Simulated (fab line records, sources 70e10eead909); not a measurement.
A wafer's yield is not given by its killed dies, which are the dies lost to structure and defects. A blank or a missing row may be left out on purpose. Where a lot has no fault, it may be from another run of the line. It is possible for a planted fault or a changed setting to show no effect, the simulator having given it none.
Code-filled problem report in 8D (eight disciplines) form	flow nand_harc	the parts of the form that need people (team, actions taken, sign-off) are left out

== 1. PROBLEM STATEMENT ==
killed_at_periphery at NHARC_END_SORT_01 reads a mean of 656.5 on 6 wafers of 2 lots; wafers without a fault read 3.0 with a standard deviation of 2.4. So: +99 or more standard deviations from the usual mean.
Seen first at day 22 20:36 on prober-01, wafer L718.1. Wafers with a number at this step in the record: 6, from 2 lots. The rule behind "out" and "out of limits": a value lying over 4 standard deviations away from the usual mean. The rest of the wafers with a number are treated as sound.

== 2. WHAT IT IS, AND WHAT IT ISN'T ==
question	is	is not
which readings at this step	killed_at_periphery, killed_dies	killed_at_array, killed_at_other, killed_open, killed_short
which lots	L717, L718	-
which wafers of those lots	all that have a number	-
read on which gauges	prober-01, prober-02	-
when	from day 22 20:36	up to then (0 sound wafers)

== 3. WHAT RULES OUT EACH SUSPECT ==
Counting: a tool stays on the suspect list if, at a process step up to the reading, it processed all lots that are out and no sound lot following the first of them.
- the gauge at NHARC_END_SORT_01 is ruled out. The wafers that are out were read on 2 gauges (prober-01, prober-02).
- rie_diel-04 at NHARC_P_ZERO_WELL_ETCH_62 (etches the open film in CHF3/Ar, target depth 13 nm, time 6.5 s): kept. It ran every lot that is out, first L717 (day 4 07:34), and no sound lot after that.
Left after counting: rie_diel-04 at NHARC_P_ZERO_WELL_ETCH_62.

== 4. THE CAUSE (what the simulator had put in) ==
Whole step skipped at NHARC_P_ZERO_WELL_ETCH_62 on rie_diel-04, starting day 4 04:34. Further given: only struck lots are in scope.
Counting left only this tool.

== 5. THE CHAIN OF EFFECTS, in route order ==
One row per reading whose mean, taken over the struck wafers that have a number, lies over 3 standard deviations from the usual. Readings are gone through only where the record gives a usual standard deviation; hours: the median, over the lots, of the time from a lot's start at the first step in this table giving one to that lot's start at this step; sigmas: the change measured in usual standard deviations.
hours	step	reading	usual	on struck wafers	change	sigmas
0	NHARC_END_SORT_01	killed_at_periphery	3.0	656.5	+653.5	+99 or more
0	NHARC_END_SORT_01	killed_dies	31	677	+646	+54
Readings that are blank on the struck wafers while sound wafers have them: bias_w at NHARC_P_ZERO_WELL_ETCH_62; chamber_pressure_mTorr at NHARC_P_ZERO_WELL_ETCH_62; drypump_motor_current_A at NHARC_P_ZERO_WELL_ETCH_62; oes_product_au at NHARC_P_ZERO_WELL_ETCH_62; rf_vpp_V at NHARC_P_ZERO_WELL_ETCH_62; showerhead_plenum_p_Torr at NHARC_P_ZERO_WELL_ETCH_62; throttle_valve_pct at NHARC_P_ZERO_WELL_ETCH_62.

== 6. HOW IT WOULD HAVE BEEN CAUGHT EARLIER ==
Counted from the fault's start at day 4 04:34, it took 448 hours until the first out-of-limits reading at a measuring or inspecting step in this record, taken at day 22 20:36.
At NHARC_P_ZERO_WELL_ETCH_62 the tool's readings are blank on the struck wafers, where sound wafers have them: an empty tool record is the first sign, and it was there at once.
All the lots that are out (2) had begun NHARC_P_ZERO_WELL_ETCH_62 on rie_diel-04 by day 22 20:36. A hold on the tool at that time would have spared none of them.
